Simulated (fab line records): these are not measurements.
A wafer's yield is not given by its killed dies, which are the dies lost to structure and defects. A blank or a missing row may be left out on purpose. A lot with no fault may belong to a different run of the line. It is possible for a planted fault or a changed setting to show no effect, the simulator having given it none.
Which of the tools did it? -- flow n5Finfet -- Sampling: 11 lots, 33 wafers, 5 of 1938 route steps

== WHAT THE GAUGES SHOWED, per wafer ==
N5_BEOL_M4_RC_MEAS_101. Usual: DIBL_N 35.9 mV/V, standard deviation 1.4; DIBL_P 35.9 mV/V, standard deviation 1.7; IOFF_N 0.155 nA/um, standard deviation 0.023; IOFF_P 0.201 nA/um, standard deviation 0.029; ION_N 672 uA/um, standard deviation 8.8; ION_P 460 uA/um, standard deviation 7; SS_N 71.6 mV/dec, standard deviation 0.48; SS_P 73.1 mV/dec, standard deviation 0.64; VT_N 250.0 mV, standard deviation 3; VT_P -251.6 mV, standard deviation 3.
lot,measured,on,DIBL_N (mV/V),DIBL_P (mV/V),IOFF_N (nA/um),IOFF_P (nA/um),ION_N (uA/um),ION_P (uA/um),SS_N (mV/dec),SS_P (mV/dec),VT_N (mV),VT_P (mV),flag
L855,day 8 02:14,prober-02,34.6 38.2 37.1,35.1 38.6 37.4,0.131 0.191 0.174,0.195 0.252 0.229,667 680 672,460 464 459,71.7 72.2 71.7,73.3 74.6 74.0,250.4 245.9 247.3,-252.1 -250.6 -249.8,
L856,day 8 04:57,prober-02,34.9 34.1 35.3,33.6 33.5 35.0,0.130 0.120 0.145,0.184 0.181 0.213,652 660 664,452 455 463,71.9 71.0 71.7,72.2 72.6 72.7,256.1 254.3 251.9,-249.7 -250.7 -250.3,
L857,day 8 14:56,prober-02,35.3 35.4 36.0,34.0 34.6 36.0,0.146 0.144 0.163,0.207 0.206 0.232,672 670 688,469 462 475,71.8 71.1 72.0,72.6 73.0 73.2,252.7 250.4 248.6,-248.6 -247.5 -247.8,
L860,day 8 23:53,prober-01,32.8 35.5 35.6,34.9 37.1 37.1,0.126 0.165 0.161,0.168 0.200 0.208,663 671 668,453 456 459,71.3 71.5 72.1,73.3 73.6 73.6,254.2 250.1 251.3,-257.0 -254.1 -250.2,
L859,day 9 06:42,prober-01,36.1 36.0 35.6,36.3 36.4 36.0,0.168 0.163 0.172,0.217 0.207 0.213,675 676 673,460 458 457,72.0 71.1 71.3,73.0 73.4 73.2,247.6 250.3 248.9,-250.3 -251.0 -250.2,
L866,day 11 08:32,prober-01,33.6 34.7 33.2,36.2 37.1 35.7,0.151 0.157 0.140,0.208 0.220 0.197,674 673 665,467 465 463,71.8 71.6 71.6,72.9 74.4 73.1,248.0 249.8 250.3,-249.2 -249.0 -251.5,
L867,day 11 05:29,prober-02,36.2 35.2 37.1,34.6 33.5 35.2,0.138 0.123 0.146,0.180 0.166 0.188,671 666 672,461 453 462,70.9 70.5 71.4,72.2 72.1 72.7,249.2 253.1 251.4,-253.5 -256.0 -252.9,
L870,day 12 10:29,prober-02,35.5 36.6 37.5,36.6 37.4 38.9,0.145 0.164 0.188,0.221 0.237 0.267,674 683 684,471 474 476,71.6 72.0 71.8,73.2 73.5 73.9,250.0 247.9 245.9,-247.2 -245.8 -244.8,
L872,day 12 11:29,prober-02,36.4 35.6 35.2,35.5 35.2 34.7,0.143 0.139 0.133,0.189 0.183 0.179,663 666 671,457 455 466,72.0 71.2 70.8,73.6 72.5 72.3,251.3 253.8 253.2,-252.0 -253.8 -254.1,
L873,day 12 15:20,prober-02,34.5 34.9 34.1,34.7 35.5 34.6,0.131 0.134 0.125,0.146 0.149 0.140,660 680 658,448 456 445,71.4 71.4 71.2,72.9 73.7 72.8,254.0 254.3 251.2,-258.7 -256.1 -257.9,
L877,day 13 18:04,prober-01,35.9 37.2 34.9,35.7 35.9 34.2,0.155 0.157 0.132,0.183 0.196 0.171,679 670 666,461 454 451,71.4 71.7 70.5,72.8 73.5 73.4,248.4 250.7 252.3,-253.1 -252.3 -254.2,

== WHAT TOOL EACH LOT RAN ON (gives the tool, then ch and the chambers of the sampled wafers, and finally the start) ==
lot,N5_BEOL_M1_ANNEAL_89,N5_BEOL_M1_SPUTTER_92,N5_BEOL_M1_ANNEAL_93,N5_BEOL_M1_ANNEAL_95
L855,"pvdSputter-01, day 6 10:20","pvdSputter-01, day 6 10:41","pvdSputter-01, day 6 10:46","pvdSputter-01, day 6 10:59"
L856,"pvdSputter-01, day 6 15:09","pvdSputter-01, day 6 15:31","pvdSputter-01, day 6 15:35","pvdSputter-01, day 6 15:49"
L857,"pvdSputter-03, day 7 02:15","pvdSputter-03, day 7 02:37","pvdSputter-03, day 7 02:41","pvdSputter-03, day 7 02:55"
L860,"pvdSputter-03, day 7 14:14","pvdSputter-03, day 7 14:36","pvdSputter-03, day 7 14:41","pvdSputter-03, day 7 14:54"
L859,"pvdSputter-01, day 7 18:05","pvdSputter-01, day 7 18:26","pvdSputter-01, day 7 18:31","pvdSputter-01, day 7 18:44"
L866,"pvdSputter-03, day 9 14:40","pvdSputter-03, day 9 15:01","pvdSputter-03, day 9 15:06","pvdSputter-03, day 9 15:19"
L867,"pvdSputter-02, day 9 17:16","pvdSputter-02, day 9 17:38","pvdSputter-02, day 9 17:43","pvdSputter-02, day 9 17:56"
L870,"pvdSputter-02, day 10 12:14","pvdSputter-02, day 10 12:35","pvdSputter-02, day 10 12:40","pvdSputter-02, day 10 12:53"
L872,"pvdSputter-03, day 10 18:05","pvdSputter-03, day 10 18:27","pvdSputter-03, day 10 18:32","pvdSputter-03, day 10 18:45"
L873,"pvdSputter-03, day 10 20:45","pvdSputter-03, day 10 21:07","pvdSputter-03, day 10 21:11","pvdSputter-03, day 10 21:25"
L877,"pvdSputter-01, day 12 04:29","pvdSputter-01, day 12 04:51","pvdSputter-01, day 12 04:56","pvdSputter-01, day 12 05:09"
- N5_BEOL_M1_ANNEAL_89: time 240 s.
- N5_BEOL_M1_SPUTTER_92: material Cu, target thk 4.5 nm, time 8.29 s.
- N5_BEOL_M1_ANNEAL_93: time 240 s.
- N5_BEOL_M1_ANNEAL_95: time 240 s.

== WHAT THE TOOLS THEMSELVES READ (means of the sampled wafers that have a number; where no wafer has one, the mark that the record gives instead) ==
N5_BEOL_M1_ANNEAL_89. Usual: heaterPowerW 783 W, standard deviation 71.
lot,tool,heaterPowerW (W),flag
L855,pvdSputter-01,744,
L856,pvdSputter-01,803,
L857,pvdSputter-03,781,
L860,pvdSputter-03,729,
L859,pvdSputter-01,773,
L866,pvdSputter-03,743,
L867,pvdSputter-02,787,
L870,pvdSputter-02,811,
L872,pvdSputter-03,769,
L873,pvdSputter-03,779,
L877,pvdSputter-01,758,

N5_BEOL_M1_SPUTTER_92. Usual: chamberPressurePa 0.06999 Pa, standard deviation 0.00016; chuckGasFlowSccm 1.25 sccm, standard deviation 0.056; throttleValvePct 29.9 %, standard deviation 0.81.
lot,tool,chamberPressurePa (Pa),chuckGasFlowSccm (sccm),throttleValvePct (%),flag
L855,pvdSputter-01,0.07002,1.23,30.7,
L856,pvdSputter-01,0.07007,1.24,29.7,
L857,pvdSputter-03,0.07007,1.29,30.2,
L860,pvdSputter-03,0.06999,1.24,30.2,
L859,pvdSputter-01,0.07003,1.26,30.3,
L866,pvdSputter-03,0.06995,1.31,30.3,
L867,pvdSputter-02,0.07008,1.28,29.2,
L870,pvdSputter-02,0.06992,1.30,29.1,
L872,pvdSputter-03,0.05581,1.19,34.0,OFF
L873,pvdSputter-03,0.05585,1.29,34.2,OFF
L877,pvdSputter-01,0.07002,1.18,30.7,

N5_BEOL_M1_ANNEAL_93. Usual: heaterPowerW 785 W, standard deviation 73.
lot,tool,heaterPowerW (W),flag
L855,pvdSputter-01,751,
L856,pvdSputter-01,804,
L857,pvdSputter-03,782,
L860,pvdSputter-03,733,
L859,pvdSputter-01,761,
L866,pvdSputter-03,760,
L867,pvdSputter-02,788,
L870,pvdSputter-02,819,
L872,pvdSputter-03,790,
L873,pvdSputter-03,773,
L877,pvdSputter-01,755,

N5_BEOL_M1_ANNEAL_95. Usual: heaterPowerW 786 W, standard deviation 73.
lot,tool,heaterPowerW (W),flag
L855,pvdSputter-01,767,
L856,pvdSputter-01,815,
L857,pvdSputter-03,785,
L860,pvdSputter-03,734,
L859,pvdSputter-01,770,
L866,pvdSputter-03,737,
L867,pvdSputter-02,775,
L870,pvdSputter-02,810,
L872,pvdSputter-03,782,
L873,pvdSputter-03,784,
L877,pvdSputter-01,745,

== THE ANSWER, worked out from the rows above alone ==
Rule: lot off if the mean of its wafers having a number is beyond 3 standard deviations from the usual mean. A lot without any number at a reading at which 4 lots or more have one is off too. Where the step has rows for the other lots, those lots are counted as sound. After the gauges, taken in route order, come the tools' own readings; for these a lot's mean is taken, as printed above. The first step at which some lot is off is used, and at that step the reading that is off furthest; a lot without a number counts as furthest.
Off: L872, L873, at N5_BEOL_M1_SPUTTER_92 (chamberPressurePa).
A tool fits if, at that step or a process step before it, it ran every lot that is off, and no sound lot after the first of them. One fits: N5_BEOL_M1_ANNEAL_89 and N5_BEOL_M1_SPUTTER_92 on pvdSputter-03. At N5_BEOL_M1_ANNEAL_89 its last sound lot is L866 (day 9 14:40), its first lot that is off L872 (day 10 18:05): a fault that began between those two fits.

== WHAT THE SIMULATOR HAD INSERTED ==
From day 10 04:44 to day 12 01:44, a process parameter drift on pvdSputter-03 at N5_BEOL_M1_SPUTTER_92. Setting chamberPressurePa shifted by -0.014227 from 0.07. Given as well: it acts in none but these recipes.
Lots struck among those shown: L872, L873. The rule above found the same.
